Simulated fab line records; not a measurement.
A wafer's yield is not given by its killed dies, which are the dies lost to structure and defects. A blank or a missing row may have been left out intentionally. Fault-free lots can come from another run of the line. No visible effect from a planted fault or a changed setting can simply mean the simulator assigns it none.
Matching of chambers / flow n5_finfet / pecvd-01 running N5_SDB_HM_DEP_00: 3 sister chambers
The step deposits SiNx from SiH4/NH3/N2, target thk 40 nm, time 35.3 s. 3 wafers are shown with their chamber, then 8 later ones without.

== WAFERS, EACH WITH ITS CHAMBER ==
wafer=L084.2; chamber=1; throttle_valve_pct (%)=40.5
wafer=L084.4; chamber=2; throttle_valve_pct (%)=39.4
wafer=L088.2; chamber=0; throttle_valve_pct (%)=37.5

== WAFERS WITHOUT THEIR CHAMBER ==
wafer=L088.3; throttle_valve_pct (%)=39.5
wafer=L088.5; throttle_valve_pct (%)=39.6
wafer=L089.3; throttle_valve_pct (%)=37.3
wafer=L089.4; throttle_valve_pct (%)=40.5
wafer=L089.5; throttle_valve_pct (%)=37.6
wafer=L090.2; throttle_valve_pct (%)=39.5
wafer=L090.3; throttle_valve_pct (%)=37.3
wafer=L090.4; throttle_valve_pct (%)=37.6

== WHICH CHAMBER EACH ONE RAN IN ==
wafer=L088.3; from the rows above=2; in truth=2
wafer=L088.5; from the rows above=2; in truth=2
wafer=L089.3; from the rows above=0; in truth=0
wafer=L089.4; from the rows above=1; in truth=1
wafer=L089.5; from the rows above=0; in truth=0
wafer=L090.2; from the rows above=2; in truth=2
wafer=L090.3; from the rows above=0; in truth=0
wafer=L090.4; from the rows above=0; in truth=0
Correctly placed: 8 of 8. Not placeable from these rows: 0. Number placed wrongly: 0.
How it was worked out, from the rows above alone: a wafer's distance from a chamber is the root of the sum, over the readings, of the square of ((its reading less the chamber's mean) divided by the reading's scatter). The wafer belongs to the nearest chamber; if the next one is less than 2 further off, it can't be placed. A chamber's mean is the mean of its shown wafers. The scatter: with one shown wafer a chamber, the root of the mean of the squares of how far each hidden wafer lies from its nearest shown one.
